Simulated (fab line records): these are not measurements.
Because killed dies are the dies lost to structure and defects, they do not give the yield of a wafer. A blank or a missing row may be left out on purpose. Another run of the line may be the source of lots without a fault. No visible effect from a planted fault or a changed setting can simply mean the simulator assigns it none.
Lot-split experiment ; flow n5-finfet ; 39 wafers read across 7 lots, on a route 1938 steps long

== ABOUT THE SPLIT ==
At N5_PASSIVATION_PECVD_35 (deposits SiNx from SiH4/NH3/N2, target thk 700 nm, time 151.3 s), the setting time-s was moved away from the recipe's 151.3 s on 15 of the 39 wafers read, by -28.1% to +30.9%. This setting was run at the recipe's value on the other wafers.

Reading taken at the split's own step.

== THE READING ==
SiNx_of_PASSIVATION_PECVD_35.thk-nm (the simulator's own value, which no gauge read), in nm, at N5_PASSIVATION_PECVD_35 (deposits SiNx from SiH4/NH3/N2, target thk 700 nm, time 151.3 s). The file does not state a usual value for it. Here, 24 wafers ran the recipe; their average is 699.0 nm with a standard deviation of 6.7 nm.

wafer;tool, chamber at the split;time-s as run, s;against the recipe;SiNx_of_PASSIVATION_PECVD_35.thk-nm, nm;against lot-mates on the recipe
L074.1;pecvd-04, 0;151.3;recipe;694.2;-
L074.2;pecvd-04, 2;151.3;recipe;699.2;-
L074.3;pecvd-04, 1;122.9;-18.8%;562.2;-139.2
L074.4;pecvd-04, 0;122.9;-18.8%;574.8;-126.6
L074.5;pecvd-04, 1;122.9;-18.8%;573;-128.4
L074.6;pecvd-04, 2;151.3;recipe;710.8;-
L078.1;pecvd-03, 0;176.8;+16.9%;797;+103.2
L078.2;pecvd-03, 1;176.8;+16.9%;803.2;+109.4
L078.3;pecvd-03, 2;151.3;recipe;688.8;-
L078.4;pecvd-03, 0;151.3;recipe;694.8;-
L078.5;pecvd-03, 2;176.8;+16.9%;822.4;+128.6
L078.6;pecvd-03, 1;151.3;recipe;697.8;-
L080.1;pecvd-01, 0;108.8;-28.1%;497.8;-202.1
L080.2;pecvd-01, 1;151.3;recipe;692.8;-
L080.3;pecvd-01, 2;151.3;recipe;694.4;-
L080.4;pecvd-01, 0;108.8;-28.1%;502.6;-197.3
L080.5;pecvd-01, 1;108.8;-28.1%;508.4;-191.5
L080.6;pecvd-01, 2;151.3;recipe;712.6;-
L084.1;pecvd-04, 1;151.3;recipe;689.6;-
L084.2;pecvd-04, 2;151.3;recipe;700.2;-
L084.3;pecvd-04, 0;151.3;recipe;694;-
L084.4;pecvd-04, 0;198.1;+30.9%;933.6;+239.0
L084.5;pecvd-04, 2;198.1;+30.9%;917.4;+222.8
L084.6;pecvd-04, 1;198.1;+30.9%;912.4;+217.8
L087.1;pecvd-03, 1;151.3;recipe;705.8;-
L087.4;pecvd-03, 2;151.3;recipe;709.8;-
L087.6;pecvd-03, 1;151.3;recipe;710.2;-
L090.1;pecvd-01, 1;151.3;recipe;693.2;-
L090.2;pecvd-01, 0;151.3;recipe;697.2;-
L090.3;pecvd-01, 2;151.3;recipe;695;-
L090.4;pecvd-01, 2;151.3;recipe;707.8;-
L090.5;pecvd-01, 1;151.3;recipe;697;-
L090.6;pecvd-01, 0;151.3;recipe;699.8;-
L094.1;pecvd-03, 1;181.9;+20.2%;827.8;+130.7
L094.2;pecvd-03, 0;151.3;recipe;694.2;-
L094.3;pecvd-03, 2;151.3;recipe;698.4;-
L094.4;pecvd-03, 0;181.9;+20.2%;838.6;+141.5
L094.5;pecvd-03, 1;181.9;+20.2%;841.2;+144.1
L094.6;pecvd-03, 2;151.3;recipe;698.6;-

FIT RESULTS
A straight line over all 39 wafers: SiNx_of_PASSIVATION_PECVD_35.thk-nm changes by +6.95 nm for each +1% of time-s; r = +1.00; the points scatter about the line by 8 nm.
The same after taking each lot's own level away (the mean of its wafers on the recipe; 39 wafers): +7.07 nm for each +1%; r = +1.00; scatter 7 nm.
The reading moves by 2.2e+02 nm for the largest change in time-s, on that fit.
Across the lots, their own levels run from 693.80 to 708.60 nm, a range of 2.2 times the standard deviation given above.
Consequently the slope shifts little with the lot-to-lot level, the two slopes agreeing.
Check: with one of the wafers moved furthest among these (+30.9%) left out of the fit, the line predicts +216 nm for it against its lot-mates. Against them it came out at +239 nm.

== FURTHER SPLITS ON THESE WAFERS ==
Note: prior to the reading, these wafers also went through further splits. Each is held against what the fit with the lots' levels taken away leaves over:
other split on the same wafers;wafers away from the commonest value;r with SiNx_of_PASSIVATION_PECVD_35.thk-nm (lot level and that fit taken away)
N5_BEOL_M12_ILD_DEP_00 target-thk-a;15;-0.01
N5_BEOL_M12_SPUTTER_43 target-thk-a;15;-0.23

== THE FILE'S OWN FIT ==
SiNx_of_PASSIVATION_PECVD_35.thk-nm changes by +7.07 nm for each +1% of time-s, r = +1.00.
